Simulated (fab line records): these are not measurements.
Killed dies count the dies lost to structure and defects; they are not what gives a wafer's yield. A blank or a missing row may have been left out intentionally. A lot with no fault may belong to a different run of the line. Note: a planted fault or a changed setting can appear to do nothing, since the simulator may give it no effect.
fab line records    flow n5-finfet
record lots=7  wafers=39
route steps=1938 shown HKMG_FIN@397 MOL_CONTACT_COAG@584 BEOL_M0_SAQP@673 BEOL_M1@800 BEOL_M12@1656 BEOL_M14@1762
start-h: the number of hours between the record's first day and the start of the first shown wafer of the lot    wait-h: how many hours have passed since the lot's step before this one    " as in the row above    L1.1+2: a single row standing in for several wafers    - no value, or no start given    * or withheld: withheld    < > ~ a bound
route shown NAME@n: a module of which the file shows steps, and the number in the route of the first    usual: average and standard deviation across the fault-free wafers    same: alike in all rows    chamber/n: place in a boat    sites: readings site by site    _std_site: the values' standard deviation    _edge_site: mean of outer sites minus mean of inner sites    radius-mm: how far each site lies from the wafer's centre    mask NAME#n: copy n    behind: the last tool/chamber to shape the wafer    hold: the reason the lot was held/the length of the hold in hours/how it ended    device: the transistor (n, p or np) that didn't switch    end of line: the same wafers' tests at the end of the route    a step without rows: its recipe alone    killed: at the first sort, the dies lost to defects and structure; wafer yield is something else    map: a wafer's dies, marking killed ones x, the rest . and places with no die _
set.NAME: the setting as run; set.NAME@STEP: as run at that earlier step    model.NAME: the simulator's own value behind a step, which no gauge read
lots where settings were altered on purpose, with a table for each step and a row for each wafer
## steps
# step N5_HKMG_FIN_DEVELOP_48
# recipe develop-time-s=30  developer=TMAH  resist=CAR-ArF  rinse-liquid=diw  dry=air-spin  dev-temp-c=23
lot.wafer         tool            chamber  start-h  wait-h  set.develop-time-s
L076.1+2+3+4+5+6  litho-track-01  0        -        -       30
L080.2+4+6        litho-track-05  0        -        -       30
L084.1+2+3        litho-track-05  0        -        -       30
L084.4+5+6        "               0        "        "       21.66
L087.1+2+6        litho-track-04  0        -        -       42.33
L087.3+4+5        "               0        "        "       30
L088.1+4+6        litho-track-04  0        -        -       37.64
L088.2+3+5        "               0        "        "       30
L091.1+2+4        litho-track-01  0        -        -       30
L091.3+5+6        "               0        "        "       15.93
L093.1+5+6        litho-track-04  0        -        -       30
L093.2+3+4        "               0        "        "       22.78
# step N5_HKMG_FIN_CD_MEAS_49
# recipe target-cd-nm=202  landing-energy-ev=500  detector=se-inlens  polarity=opening
# usual cd-nm=202.0/0.65
lot.wafer  tool       chamber  start-h  wait-h  set.develop-time-s@HKMG_FIN_DEVELOP_48  cd-nm
L076.1     cd-sem-03  0        85.59    -       30                                      201.5
L076.2     "          0        "        "       30                                      201.4
L076.3     "          0        "        "       30                                      201.0
L076.4     "          0        "        "       30                                      201.4
L076.5     "          0        "        "       30                                      201.9
L076.6     "          0        "        "       30                                      201.5
L080.2     cd-sem-02  0        112.94   -       30                                      200.8
L080.4     "          0        "        "       30                                      201.2
L080.6     "          0        "        "       30                                      201.3
L084.1     cd-sem-03  0        138.81   -       30                                      202.8
L084.2     "          0        "        "       30                                      201.9
L084.3     "          0        "        "       30                                      202.6
L084.4     "          0        "        "       21.66                                   201.6
L084.5     "          0        "        "       21.66                                   201.9
L084.6     "          0        "        "       21.66                                   200.7
L087.1     cd-sem-02  0        156.88   -       42.33                                   204.2
L087.2     "          0        "        "       42.33                                   203.7
L087.3     "          0        "        "       30                                      202.2
L087.4     "          0        "        "       30                                      202.4
L087.5     "          0        "        "       30                                      201.6
L087.6     "          0        "        "       42.33                                   204.2
L088.1     cd-sem-03  0        158.84   -       37.64                                   202.5
L088.2     "          0        "        "       30                                      201.1
L088.3     "          0        "        "       30                                      201.1
L088.4     "          0        "        "       37.64                                   202.8
L088.5     "          0        "        "       30                                      201.7
L088.6     "          0        "        "       37.64                                   202.5
L091.1     cd-sem-03  0        176.20   -       30                                      203.0
L091.2     "          0        "        "       30                                      203.2
L091.3     "          0        "        "       15.93                                   199.9
L091.4     "          0        "        "       30                                      202.3
L091.5     "          0        "        "       15.93                                   199.8
L091.6     "          0        "        "       15.93                                   199.8
L093.1     cd-sem-03  0        188.36   -       30                                      202.0
L093.2     "          0        "        "       22.78                                   200.5
L093.3     "          0        "        "       22.78                                   201.2
L093.4     "          0        "        "       22.78                                   200.3
L093.5     "          0        "        "       30                                      201.6
L093.6     "          0        "        "       30                                      202.0
# step N5_HKMG_FIN_DESCUM_53
# recipe chemistry=O2  time-s=7.9  source-power-w=50  bias-power-w=20  pressure-mtorr=20  rf-frequency-hz=2.712e+07  temp-c=40  resist=CAR-ArF  o2-flow-sccm=225
# step N5_HKMG_FIN_ETCH_54
# recipe chemistry=CF4  target=SiARC  target-depth-a=455  mask-material=CAR-ArF  time-s=75.8  ion-energy-ev=80  pressure-mtorr=40  source-w=545  bias-w=36  Ar_flow_sccm=100  cf4-flow-sccm=100  ends=cleared
lot.wafer  tool         chamber  start-h  wait-h  set.develop-time-s@HKMG_FIN_DEVELOP_48  model.HKMG_FIN.cd-offset-nm
L076.1+6   rie-diel-01  2,3      85.71    0.0     30                                      -1
L076.2     "            3        "        "       30                                      -0.4
L076.3+4   "            1,0      "        "       30                                      -0.8
L076.5     "            2        "        "       30                                      0.2
L080.2     rie-diel-03  1        113.06   0.0     30                                      -1.2
L080.4     "            3        "        "       30                                      -0.8
L080.6     "            0        "        "       30                                      -0.2
L084.1     rie-diel-05  3        138.93   0.0     30                                      0.6
L084.2     "            1        "        "       30                                      -0.4
L084.3     "            2        "        "       30                                      0.4
L084.4     "            0        "        "       21.66                                   -1
L084.5     "            0        "        "       21.66                                   -0.2
L084.6     "            3        "        "       21.66                                   -1.2
L087.1     rie-diel-05  3        157.01   0.0     42.33                                   2.2
L087.2     "            1        "        "       42.33                                   1.8
L087.3     "            2        "        "       30                                      0
L087.4     "            1        "        "       30                                      0.2
L087.5     "            3        "        "       30                                      -0.4
L087.6     "            2        "        "       42.33                                   2
L088.1     rie-diel-01  1        158.98   0.0     37.64                                   0.2
L088.2+3   "            2,3      "        "       30                                      -0.8
L088.4     "            0        "        "       37.64                                   0.6
L088.5     "            3        "        "       30                                      -0.2
L088.6     "            0        "        "       37.64                                   0.4
L091.1     rie-diel-05  0        176.32   0.0     30                                      1
L091.2     "            2        "        "       30                                      1.6
L091.3     "            1        "        "       15.93                                   -2.4
L091.4     "            3        "        "       30                                      0.6
L091.5     "            0        "        "       15.93                                   -2.6
L091.6     "            3        "        "       15.93                                   -2.2
L093.1+5   rie-diel-05  0        188.48   0.0     30                                      -0.4
L093.2     "            3        "        "       22.78                                   -1.6
L093.3     "            2        "        "       22.78                                   -0.6
L093.4     "            1        "        "       22.78                                   -1.4
L093.6     "            3        "        "       30                                      0.2
# step N5_HKMG_FIN_ETCH_55
# recipe chemistry=N2/H2  target=SOC  target-depth-a=2400  temp-c=40  time-s=300  ion-energy-ev=200  mask-material=SiARC  pressure-mtorr=30  source-w=840  bias-w=150  n2-flow-sccm=200  h2-flow-sccm=200
lot.wafer  tool         chamber  start-h  wait-h  set.develop-time-s@HKMG_FIN_DEVELOP_48  model.HKMG_FIN.cd-offset-nm
L076.1+4   rie-diel-01  2,0      85.77    0.0     30                                      -0.8
L076.2+5   "            3,2      "        "       30                                      -0.2
L076.3+6   "            1,3      "        "       30                                      -0.6
L080.2     rie-diel-03  1        113.12   0.0     30                                      -1.2
L080.4     "            3        "        "       30                                      -1
L080.6     "            0        "        "       30                                      -0.6
L084.1+3   rie-diel-05  3,2      138.99   0.0     30                                      0.2
L084.2     "            1        "        "       30                                      -0.4
L084.4     "            0        "        "       21.66                                   -1
L084.5     "            0        "        "       21.66                                   -0.6
L084.6     "            3        "        "       21.66                                   -1.4
L087.1+6   rie-diel-05  3,2      157.06   0.0     42.33                                   2.2
L087.2     "            1        "        "       42.33                                   1.6
L087.3     "            2        "        "       30                                      -0.4
L087.4     "            1        "        "       30                                      0
L087.5     "            3        "        "       30                                      -1
L088.1     rie-diel-01  1        159.04   0.0     37.64                                   0
L088.2+3   "            2,3      "        "       30                                      -1.2
L088.4+6   "            0        "        "       37.64                                   0.2
L088.5     "            3        "        "       30                                      -0.4
L091.1     rie-diel-05  0        176.38   0.0     30                                      1
L091.2     "            2        "        "       30                                      1.6
L091.3+5   "            1,0      "        "       15.93                                   -2.6
L091.4     "            3        "        "       30                                      0.2
L091.6     "            3        "        "       15.93                                   -2.2
L093.1+6   rie-diel-05  0,3      188.54   0.0     30                                      -0.6
L093.2     "            3        "        "       22.78                                   -2.2
L093.3     "            2        "        "       22.78                                   -0.8
L093.4     "            1        "        "       22.78                                   -1.6
L093.5     "            0        "        "       30                                      -0.8
# step N5_MOL_CONTACT_COAG_ETCHBACK_135
# recipe chemistry=CHF3  target=SiO2  target-depth-a=250  time-s=16.7  ion-energy-ev=200  pressure-mtorr=30  source-w=610  bias-w=170  Ar_flow_sccm=200  CHF3_flow_sccm=50
lot.wafer   tool         chamber  start-h  wait-h  set.time-s  model.SOC_of_MOL_CONTACT_COAG_COAT_75.thk-nm
L076.1      rie-diel-05  3        115.40   0.0     16.7        57.2
L076.2+4+6  "            2,0,1    "        "       19.32       57
L076.3+5    "            1,0      "        "       16.7        57.4
L080.2+4+6  rie-diel-03  2,0,0    141.35   0.0     16.7        57.4
L084.1      rie-diel-01  2        166.59   0.0     21.71       56.6
L084.2+6    "            3,2      "        "       16.7        57.2
L084.3+5    "            1,3      "        "       21.71       56.4
L084.4      "            1        "        "       16.7        57.4
L087.1+5    rie-diel-01  1,2      186.04   0.0     16.7        57.2
L087.2+6    "            2,1      "        "       20.42       56.6
L087.3      "            0        "        "       16.7        57
L087.4      "            3        "        "       20.42       56.4
L088.1+3+4  rie-diel-05  2,1,0    189.74   0.0     16.7        57.2
L088.2+5    "            3,1      "        "       26.25       55.8
L088.6      "            2        "        "       26.25       56
L091.1+3    rie-diel-05  0,3      206.23   0.0     16.7        57.4
L091.2      "            2        "        "       16.7        57.6
L091.4+6    "            0,2      "        "       21.6        56.8
L091.5      "            3        "        "       21.6        56.6
L093.1+6    rie-diel-03  2        213.79   0.0     16.7        57.2
L093.2+3+5  "            0,3,3    "        "       16.7        57
L093.4      "            1        "        "       16.7        57.4
# step N5_MOL_CONTACT_COAG_STRIP_118
# recipe chemistry=CHF3  resist=SiARC  rf-frequency-hz=6e+07
# step N5_MOL_CONTACT_COAG_VIA_ETCH_46
# recipe chemistry=C4F6/O2  target-depth-a=460  overetch-a=92  mask-material=SOC  target=SiO2  bias-w=455  pressure-mtorr=10  time-s=40  source-w=325  Ar_flow_sccm=300  C4F6_flow_sccm=10  O2_flow_sccm=10  ion-energy-ev=575.3  ends=end-point
lot.wafer   tool         chamber  start-h  wait-h  set.time-s@MOL_CONTACT_COAG_ETCHBACK_135  model.SOC_of_MOL_CONTACT_COAG_COAT_75.thk-nm
L076.1+5    rie-diel-05  3,0      115.43   0.0     16.7                                      51
L076.2+4    "            2,0      "        "       19.32                                     50.6
L076.3      "            1        "        "       16.7                                      50.8
L076.6      "            1        "        "       19.32                                     50.4
L080.2      rie-diel-03  2        141.38   0.0     16.7                                      51
L080.4+6    "            0        "        "       16.7                                      50.8
L084.1+5    rie-diel-01  2,3      166.62   0.0     21.71                                     49.8
L084.2+6    "            3,2      "        "       16.7                                      50.6
L084.3      "            1        "        "       21.71                                     50
L084.4      "            1        "        "       16.7                                      50.8
L087.1      rie-diel-01  1        186.07   0.0     16.7                                      50.8
L087.2+4    "            2,3      "        "       20.42                                     49.8
L087.3      "            0        "        "       16.7                                      50.6
L087.5      "            2        "        "       16.7                                      50.4
L087.6      "            1        "        "       20.42                                     50.2
L088.1+3    rie-diel-05  2,1      189.77   0.0     16.7                                      50.8
L088.2      "            3        "        "       26.25                                     49.4
L088.4      "            0        "        "       16.7                                      50.6
L088.5      "            1        "        "       26.25                                     49.2
L088.6      "            2        "        "       26.25                                     49.6
L091.1      rie-diel-05  0        206.26   0.0     16.7                                      50.8
L091.2+3    "            2,3      "        "       16.7                                      51
L091.4+5+6  "            0,3,2    "        "       21.6                                      50.2
L093.1+6    rie-diel-03  2        213.82   0.0     16.7                                      50.8
L093.2+4    "            0,1      "        "       16.7                                      50.6
L093.3+5    "            3        "        "       16.7                                      50.4
# step N5_BEOL_M0_SAQP_ETCH_107
# recipe chemistry=CH3F/O2  target=SiNx  target-depth-a=300  mask-material=SOC  pressure-mtorr=30  source-w=395  bias-w=73  Ar_flow_sccm=150  CH3F_flow_sccm=30  O2_flow_sccm=20  ion-energy-ev=120
lot.wafer   tool         chamber  start-h  wait-h  set.target-depth-a  model.BEOL_M0_SAQP.feature-depth-nm
L076.1      rie-diel-04  1        126.62   0.0     380.8               39
L076.2+5    "            0,3      "        "       300                 30.2
L076.3      "            2        "        "       300                 30.8
L076.4      "            3        "        "       380.8               38.4
L076.6      "            2        "        "       380.8               38.8
L080.2      rie-diel-06  2        153.26   0.0     300                 29.8
L080.4      "            0        "        "       300                 29.6
L080.6      "            1        "        "       300                 29.4
L084.1      rie-diel-06  3        177.64   0.0     300                 30
L084.2      "            2        "        "       300                 30.6
L084.3      "            0        "        "       208.1               20.8
L084.4      "            1        "        "       208.1               20.6
L084.5      "            2        "        "       208.1               21
L084.6      "            1        "        "       300                 29.8
L087.1+4+5  rie-diel-06  3,0,0    198.02   0.0     300                 29.4
L087.2      "            2        "        "       300                 29.8
L087.3+6    "            1,3      "        "       300                 29.2
L088.1+5+6  rie-diel-02  1,1,2    200.44   0.0     300                 30.2
L088.2      "            0        "        "       300                 29.8
L088.3      "            2        "        "       300                 30.4
L088.4      "            3        "        "       300                 29.4
L091.1      rie-diel-04  1        220.14   0.0     220.5               22.8
L091.2      "            2        "        "       300                 30.8
L091.3      "            3        "        "       300                 30.2
L091.4      "            0        "        "       220.5               22
L091.5      "            0        "        "       300                 30
L091.6      "            3        "        "       220.5               22.4
L093.1      rie-diel-02  2        224.04   0.0     208.5               20.8
L093.2+5    "            1,2      "        "       300                 30
L093.3+4    "            0        "        "       208.5               20.4
L093.6      "            1        "        "       300                 30.2
# step N5_BEOL_M1_TRENCH_ETCH_37
# recipe chemistry=C4F6/O2  target-depth-a=552.07  target=SiOC  time-s=29  ion-energy-ev=250  pressure-mtorr=30  source-w=355  bias-w=185  Ar_flow_sccm=300  C4F6_flow_sccm=10  O2_flow_sccm=10
lot.wafer  tool         chamber  start-h  wait-h  set.time-s  model.BEOL_M1.feature-depth-nm  model.etch.depth-nm  model.TiN_of_BEOL_M1_HM_DEP_02.thk-nm
L076.1     rie-diel-02  1        -        -       29          54.8                            54.76                17.8
L076.2     "            3        "        "       29          53                              53.04                18
L076.3     "            2        "        "       29          55.2                            55.14                17.6
L076.4     "            0        "        "       29          54                              53.91                17.6
L076.5     "            3        "        "       29          52.8                            52.81                17.4
L076.6     "            2        "        "       29          55                              55.01                17.8
L080.2     rie-diel-06  1        -        -       29          53.8                            53.88                17.8
L080.4     "            0        "        "       29          54.4                            54.45                17.8
L080.6     "            3        "        "       29          54.2                            54.28                17.8
L084.1     rie-diel-06  2        -        -       29          55                              55.1                 17.6
L084.2     "            3        "        "       45.95       86                              85.93                16.4
L084.3     "            0        "        "       29          54.6                            54.63                17.8
L084.4     "            1        "        "       45.95       86.2                            86.1                 16.2
L084.5     "            2        "        "       45.95       88.6                            88.55                16.4
L084.6     "            3        "        "       29          54.4                            54.42                17.6
L087.1     rie-diel-02  2        -        -       42.06       79.4                            79.32                16.8
L087.2     "            3        "        "       29          53.2                            53.21                17.8
L087.3     "            0        "        "       42.06       78                              77.99                16.8
L087.4     "            1        "        "       42.06       80                              80.05                16.8
L087.5     "            0        "        "       29          53.8                            53.76                18
L087.6     "            3        "        "       29          52.8                            52.88                17.8
L088.1     rie-diel-04  2        -        -       29          56                              55.94                17.8
L088.2     "            1        "        "       45.59       88.6                            88.6                 16.4
L088.3     "            3        "        "       29          55.4                            55.35                18
L088.4     "            0        "        "       45.59       86.2                            86.27                16.2
L088.5     "            3        "        "       45.59       86.4                            86.45                16.4
L088.6     "            0        "        "       29          54.6                            54.57                17.8
L091.1     rie-diel-04  1        -        -       29          56.8                            56.81                17.8
L091.2     "            0        "        "       29          55.8                            55.8                 17.4
L091.3     "            2        "        "       23.36       46.2                            46.11                18
L091.4     "            3        "        "       23.36       45                              44.94                18.2
L091.5     "            3        "        "       23.36       44.8                            44.77                18
L091.6     "            0        "        "       29          55.6                            55.51                17.6
L093.1     rie-diel-04  2        -        -       29          56                              55.99                17.8
L093.2     "            3        "        "       29          55.2                            55.21                17.6
L093.3     "            1        "        "       43.34       84.6                            84.62                16.6
L093.4     "            0        "        "       29          55                              54.99                17.8
L093.5     "            1        "        "       43.34       84.2                            84.28                16.4
L093.6     "            2        "        "       43.34       83.8                            83.79                16.6
# step N5_BEOL_M1_ETCH_41
# recipe chemistry=CH3F/O2  target=SiCN  target-depth-a=319  taper-deg=2  time-s=57.8  ion-energy-ev=120  mask-material=TiN  pressure-mtorr=30  source-w=395  bias-w=75  Ar_flow_sccm=150  CH3F_flow_sccm=30  O2_flow_sccm=20
# step N5_BEOL_M1_STRIP_97
# recipe chemistry=N2/H2  time-s=10  power-w=450  temp-c=40  pressure-mtorr=20  rf-frequency-hz=6e+07  bias-power-w=7  n2-flow-sccm=200  h2-flow-sccm=200
# step N5_BEOL_M1_OCD_MEAS_38
# usual trench-depth-nm=55.2/1.1
lot.wafer  tool    chamber  start-h  wait-h  set.time-s@BEOL_M1_TRENCH_ETCH_37  trench-depth-nm
L076.1     ocd-01  -        149.72   -       29                                 54.8
L076.2     "       -        "        "       29                                 53.0
L076.3     "       -        "        "       29                                 54.5
L076.4     "       -        "        "       29                                 54.1
L076.5     "       -        "        "       29                                 52.4
L076.6     "       -        "        "       29                                 54.8
L080.2     ocd-01  -        171.10   -       29                                 54.5
L080.4     "       -        "        "       29                                 54.6
L080.6     "       -        "        "       29                                 54.8
L084.1     ocd-02  -        196.81   -       29                                 54.4
L084.2     "       -        "        "       45.95                              85.7
L084.3     "       -        "        "       29                                 54.6
L084.4     "       -        "        "       45.95                              86.0
L084.5     "       -        "        "       45.95                              88.4
L084.6     "       -        "        "       29                                 54.3
L087.1     ocd-01  -        209.10   -       42.06                              79.5
L087.2     "       -        "        "       29                                 53.3
L087.3     "       -        "        "       42.06                              78.4
L087.4     "       -        "        "       42.06                              80.1
L087.5     "       -        "        "       29                                 54.1
L087.6     "       -        "        "       29                                 52.7
L088.1     ocd-02  -        212.60   -       29                                 55.5
L088.2     "       -        "        "       45.59                              88.6
L088.3     "       -        "        "       29                                 55.4
L088.4     "       -        "        "       45.59                              86.4
L088.5     "       -        "        "       45.59                              86.0
L088.6     "       -        "        "       29                                 55.0
L091.1     ocd-02  -        233.97   -       29                                 57.0
L091.2     "       -        "        "       29                                 55.8
L091.3     "       -        "        "       23.36                              45.8
L091.4     "       -        "        "       23.36                              44.9
L091.5     "       -        "        "       23.36                              45.1
L091.6     "       -        "        "       29                                 55.4
L093.1     ocd-01  -        238.40   -       29                                 55.9
L093.2     "       -        "        "       29                                 55.6
L093.3     "       -        "        "       43.34                              84.4
L093.4     "       -        "        "       29                                 55.1
L093.5     "       -        "        "       43.34                              84.1
L093.6     "       -        "        "       43.34                              83.6
# step N5_BEOL_M12_DEP_53
# recipe material=SiCN  target-thk-a=300  temp-c=withheld  precursor=3MS/NH3  pressure-torr=3  rf-w=675  time-s=10.5
lot.wafer   tool      chamber  start-h  wait-h  set.target-thk-a  model.SiCN_of_BEOL_M12_DEP_53.thk-nm
L076.1      pecvd-02  0        254.43   0.0     237.3             23.8
L076.2      "         1        "        "       300               30
L076.3      "         2        "        "       300               30.2
L076.4      "         0        "        "       300               30.4
L076.5+6    "         2,1      "        "       237.3             24.2
L080.2      pecvd-04  0        280.76   0.0     300               29.8
L080.4      "         1        "        "       300               30.2
L080.6      "         0        "        "       300               30.4
L084.1      pecvd-01  2        309.01   0.0     432.1             42.4
L084.2+4    "         0,1      "        "       432.1             43.4
L084.3      "         1        "        "       300               29.4
L084.5      "         2        "        "       300               30.4
L084.6      "         0        "        "       300               30.6
L088.1+3    pecvd-01  1,2      319.98   0.0     460.9             45.4
L088.2      "         0        "        "       460.9             46
L088.4      "         2        "        "       300               29.8
L088.5      "         0        "        "       300               30.4
L088.6      "         1        "        "       300               30.2
L087.1+3+5  pecvd-04  2,1,2    320.30   0.0     200               20
L087.2      "         1        "        "       300               29.2
L087.4      "         2        "        "       300               30.4
L087.6      "         1        "        "       300               30.2
L091.1      pecvd-04  0        349.49   0.0     176               18
L091.2      "         2        "        "       300               30.2
L091.3      "         1        "        "       176               17.6
L091.4+6    "         2,1      "        "       300               30.6
L091.5      "         0        "        "       176               17.8
L093.1      pecvd-02  1        359.51   0.0     300               30.2
L093.2      "         0        "        "       300               30
L093.3+4+6  "         2,0,1    "        "       300               30.4
L093.5      "         2        "        "       300               31.2
# step N5_BEOL_M14_SPUTTER_43
# recipe material=TaN  target-thk-a=150  temp-c=50  bias-v=168.6  power-w=15000  chamber-pressure-pa=0.12  time-s=24.19
lot.wafer     tool            chamber  start-h  wait-h  set.target-thk-a  model.TaN_of_BEOL_M14_SPUTTER_43.thk-nm
L076.1+3+4    pvd-sputter-03  -        272.42   0.0     231.2             23.4
L076.2+6      "               -        "        "       150               15.2
L076.5        "               -        "        "       150               15
L080.2        pvd-sputter-03  -        293.23   0.0     150               15
L080.4+6      "               -        "        "       150               14.8
L084.1+5+6    pvd-sputter-03  -        319.93   0.0     200.9             20
L084.2+3+4    "               -        "        "       150               15
L088.1+3+4+6  pvd-sputter-03  -        327.99   0.0     150               15
L088.2+5      "               -        "        "       150               14.8
L087.1+2+6    pvd-sputter-01  -        329.60   0.0     150               14.8
L087.3+4+5    "               -        "        "       72.94             7
L091.1        pvd-sputter-03  -        361.77   0.0     206.5             20.8
L091.2+3+5    "               -        "        "       150               15.2
L091.4        "               -        "        "       206.5             21
L091.6        "               -        "        "       206.5             20.6
L093.1+2+3    pvd-sputter-02  -        377.20   0.0     150               15.2
L093.4+6      "               -        "        "       101.3             10.4
L093.5        "               -        "        "       101.3             10.2
# step N5_BEOL_M14_SPUTTER_44
# recipe material=Ta  target-thk-a=150  temp-c=50  bias-v=80  power-w=15000  chamber-pressure-pa=0.07  time-s=24.19
# step N5_BEOL_M14_SPUTTER_45
# recipe material=Cu  target-thk-a=1000  temp-c=-20  bias-v=60  power-w=26000  chamber-pressure-pa=0.13  time-s=16.67
# step N5_BEOL_M14_ECD_47
# recipe material=Cu  target-thk-a=12480
# step N5_BEOL_M14_ANNEAL_48
# recipe temp-c=225  time-s=90  ambient=N2
# step N5_BEOL_M14_CMP_49
# recipe stop-on=SiO2  t-overpolish-s=5.2  down-force-psi=2  platen-rpm=80  clearing-platen-down-force-psi=2  clearing-platen-rpm=80  post-cmp-clean=cu-alkaline  target-thk-nm=560  clearing-platen-pad-velocity-m-s=1.5917  pad-velocity-m-s=1.5917
# usual barrier-field-endpoint-s=11.41/0.23
lot.wafer  tool    chamber  start-h  wait-h  set.target-thk-a@BEOL_M14_SPUTTER_43  barrier-field-endpoint-s
L076.4     cmp-03  3        273.18   0.1     231.2                                 14.31
L076.2     "       0        "        "       150                                   11.09
L076.3     "       1        "        "       231.2                                 14.37
L076.1     "       2        "        "       231.2                                 14.38
L076.5     "       3        "        "       150                                   11.31
L076.6     "       0        "        "       150                                   11.20
L080.2     cmp-02  1        293.99   0.2     150                                   11.36
L080.4     "       0        "        "       150                                   11.23
L080.6     "       1        "        "       150                                   11.33
L084.2     cmp-03  1        321.82   0.4     150                                   11.03
L084.3     "       2        "        "       150                                   11.15
L084.1     "       3        "        "       200.9                                 12.80
L084.4     "       0        "        "       150                                   10.87
L084.5     "       1        "        "       200.9                                 12.71
L084.6     "       2        "        "       200.9                                 13.16
L088.4     cmp-04  1        328.75   0.1     150                                   11.45
L088.3     "       2        "        "       150                                   11.55
L088.1     "       3        "        "       150                                   11.82
L088.2     "       0        "        "       150                                   11.47
L088.5     "       1        "        "       150                                   11.64
L088.6     "       2        "        "       150                                   11.57
L087.3     cmp-02  2        330.44   0.2     72.94                                 8.50
L087.1     "       3        "        "       150                                   11.40
L087.4     "       0        "        "       72.94                                 8.36
L087.2     "       1        "        "       150                                   11.70
L087.6     "       2        "        "       150                                   11.29
L087.5     "       3        "        "       72.94                                 8.43
L091.1     cmp-03  1        363.18   0.5     206.5                                 13.72
L091.4     "       2        "        "       206.5                                 13.60
L091.3     "       3        "        "       150                                   11.49
L091.2     "       0        "        "       150                                   11.21
L091.6     "       1        "        "       206.5                                 13.37
L091.5     "       2        "        "       150                                   11.38
L093.3     cmp-02  1        377.97   0.2     150                                   11.60
L093.2     "       2        "        "       150                                   11.25
L093.1     "       3        "        "       150                                   11.32
L093.4     "       0        "        "       101.3                                 9.58
L093.5     "       1        "        "       101.3                                 9.59
L093.6     "       2        "        "       101.3                                 9.27
## key
split step=N5_HKMG_FIN_DEVELOP_48  setting=develop-time-s  stated=30  by=wafer
response step=N5_HKMG_FIN_CD_MEAS_49  reading=cd-nm  change=+0.0527  per=1%  r=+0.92
response step=N5_HKMG_FIN_ETCH_54  reading=model.HKMG_FIN.cd-offset-nm  change=+0.0552  per=1%  r=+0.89
response step=N5_HKMG_FIN_ETCH_55  reading=model.HKMG_FIN.cd-offset-nm  change=+0.0572  per=1%  r=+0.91
split step=N5_MOL_CONTACT_COAG_ETCHBACK_135  setting=time-s  stated=16.7  by=wafer
response step=N5_MOL_CONTACT_COAG_ETCHBACK_135  reading=model.SOC_of_MOL_CONTACT_COAG_COAT_75.thk-nm  change=-0.0243  per=1%  r=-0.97
response step=N5_MOL_CONTACT_COAG_VIA_ETCH_46  reading=model.SOC_of_MOL_CONTACT_COAG_COAT_75.thk-nm  change=-0.0247  per=1%  r=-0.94
split step=N5_BEOL_M0_SAQP_ETCH_107  setting=target-depth-a  stated=300  by=wafer
response step=N5_BEOL_M0_SAQP_ETCH_107  reading=model.BEOL_M0_SAQP.feature-depth-nm  change=+0.307  per=1%  r=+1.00
split step=N5_BEOL_M1_TRENCH_ETCH_37  setting=time-s  stated=29  by=wafer
response step=N5_BEOL_M1_TRENCH_ETCH_37  reading=model.BEOL_M1.feature-depth-nm  change=+0.563  per=1%  r=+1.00
response step=N5_BEOL_M1_TRENCH_ETCH_37  reading=model.etch.depth-nm  change=+0.563  per=1%  r=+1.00
response step=N5_BEOL_M1_TRENCH_ETCH_37  reading=model.TiN_of_BEOL_M1_HM_DEP_02.thk-nm  change=-0.0244  per=1%  r=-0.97
response step=N5_BEOL_M1_OCD_MEAS_38  reading=trench-depth-nm  change=+0.562  per=1%  r=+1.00
split step=N5_BEOL_M12_DEP_53  setting=target-thk-a  stated=300  by=wafer
response step=N5_BEOL_M12_DEP_53  reading=model.SiCN_of_BEOL_M12_DEP_53.thk-nm  change=+0.295  per=1%  r=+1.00
split step=N5_BEOL_M14_SPUTTER_43  setting=target-thk-a  stated=150  by=wafer
response step=N5_BEOL_M14_SPUTTER_43  reading=model.TaN_of_BEOL_M14_SPUTTER_43.thk-nm  change=+0.151  per=1%  r=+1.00
response step=N5_BEOL_M14_CMP_49  reading=barrier-field-endpoint-s  change=+0.0582  per=1%  r=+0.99
